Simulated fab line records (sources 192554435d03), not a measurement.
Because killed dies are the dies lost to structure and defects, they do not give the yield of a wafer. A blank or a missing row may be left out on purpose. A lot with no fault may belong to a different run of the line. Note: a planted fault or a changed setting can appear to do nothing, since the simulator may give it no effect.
Which tool did it? | flow n5Finfet | 10 lots, 30 wafers sampled, at 1 step of a route of 1938

== WHAT THE GAUGES SHOWED, per wafer ==
N5_BEOL_M4_RC_MEAS_101. Usual: DIBL_N 36.4 mV/V, standard deviation 2; DIBL_P 36.1 mV/V, standard deviation 2.5; IOFF_N 0.16 nA/um, standard deviation 0.037; IOFF_P 0.20 nA/um, standard deviation 0.038; ION_N 670 uA/um, standard deviation 13; ION_P 459 uA/um, standard deviation 8.3; SS_N 71.6 mV/dec, standard deviation 0.69; SS_P 73.3 mV/dec, standard deviation 0.72; VT_N 250 mV, standard deviation 3.4; VT_P -251 mV, standard deviation 3.1.
lot  | measured     | on        | DIBL_N (mV/V)  | DIBL_P (mV/V)  | IOFF_N (nA/um) | IOFF_P (nA/um) | ION_N (uA/um) | ION_P (uA/um) | SS_N (mV/dec)  | SS_P (mV/dec)  | VT_N (mV)   | VT_P (mV)      | flag
L851 | day 7 17:26  | prober-02 | 39.2 33.8 36.4 | 38.6 32.0 34.3 | 0.21 0.11 0.15 | 0.27 0.17 0.18 | 693 647 690   | 473 453 470   | 71.8 70.6 71.7 | 73.5 72.3 72.8 | 244 255 250 | -246 -253 -251 | 
L854 | day 8 11:45  | prober-01 | 34.5 36.0 32.3 | 33.9 36.7 32.2 | 0.12 0.16 0.10 | 0.16 0.21 0.14 | 665 681 654   | 454 467 457   | 71.7 72.5 70.5 | 72.6 72.8 71.8 | 255 247 256 | -255 -249 -255 | 
L855 | day 8 22:14  | prober-01 | 34.4 32.4 35.2 | 35.5 31.9 36.7 | 0.13 0.10 0.15 | 0.21 0.16 0.22 | 640 650 673   | 448 450 462   | 71.0 69.9 70.7 | 73.1 72.2 72.9 | 254 256 248 | -250 -253 -248 | 
L859 | day 9 15:30  | prober-01 | 36.6 36.1 34.6 | 35.8 34.4 32.6 | 0.15 0.14 0.13 | 0.22 0.21 0.18 | 653 664 661   | 456 462 461   | 71.7 70.7 70.5 | 72.9 72.8 73.0 | 252 250 252 | -248 -249 -251 | 
L867 | day 12 15:23 | prober-01 | 38.5 34.5 37.0 | 37.5 32.4 36.0 | 0.20 0.12 0.15 | 0.24 0.15 0.21 | 675 657 662   | 458 453 451   | 72.3 70.6 71.0 | 73.6 73.1 73.9 | 247 256 250 | -248 -257 -251 | 
L870 | day 12 15:27 | prober-02 | 39.0 34.5 33.6 | 40.1 34.5 33.7 | 0.21 0.12 0.11 | 0.25 0.16 0.15 | 684 657 654   | 464 454 450   | 72.2 71.0 71.1 | 73.8 72.7 72.6 | 248 255 255 | -249 -255 -254 | 
L869 | day 13 02:29 | prober-01 | 37.0 35.0 35.4 | 39.0 34.6 36.6 | 0.17 0.12 0.13 | 0.27 0.20 0.22 | 674 654 661   | 469 461 467   | 71.6 71.4 71.2 | 73.9 72.7 73.8 | 252 254 253 | -246 -250 -247 | 
L871 | day 13 09:29 | prober-02 | 35.5 34.2 37.4 | 35.2 34.1 36.8 | 0.15 0.12 0.19 | 0.21 0.18 0.22 | 669 669 668   | 460 459 456   | 72.0 71.5 73.1 | 72.5 72.3 73.3 | 250 255 247 | -250 -251 -249 | 
L872 | day 13 12:19 | prober-02 | 35.4 37.1 35.8 | 36.3 36.9 36.5 | 0.14 0.15 0.14 | 0.18 0.18 0.18 | 678 657 663   | 464 441 458   | 70.8 71.9 71.3 | 73.9 73.3 73.5 | 252 253 250 | -254 -256 -256 | 
L873 | day 13 16:30 | prober-01 | 36.7 37.6 35.3 | 36.9 36.4 34.9 | 0.18 0.17 0.13 | 0.19 0.18 0.17 | 676 668 651   | 455 445 452   | 71.4 71.6 70.8 | 74.0 73.9 72.3 | 246 247 251 | -254 -255 -256 | 

== EACH LOT AND THE TOOL THAT RAN IT (in order: tool; ch and the chambers of the sampled wafers; start) ==
There is no process step in the record ahead of these readings.

== WHAT THE TOOLS THEMSELVES READ (means of the sampled wafers that have a number; where no wafer has one, the mark that the record gives instead) ==
The record holds no such reading with a usual standard deviation.

== THE ANSWER, worked out from the rows above alone ==
Rule: lot off if the mean of its wafers having a number is beyond 3 standard deviations from the usual mean. A lot without any number at a reading at which 4 lots or more have one is off too. The other lots that the step has rows for count as sound. After the gauges, taken in route order, come the tools' own readings; for these a lot's mean is taken, as printed above. The first step at which some lot is off is used, and at that step the reading that is off furthest; a lot without a number counts as furthest.
Across all readings shown, no lot is off: no conclusion can be drawn from this.

== WHAT HAD BEEN PUT IN BY THE SIMULATOR ==
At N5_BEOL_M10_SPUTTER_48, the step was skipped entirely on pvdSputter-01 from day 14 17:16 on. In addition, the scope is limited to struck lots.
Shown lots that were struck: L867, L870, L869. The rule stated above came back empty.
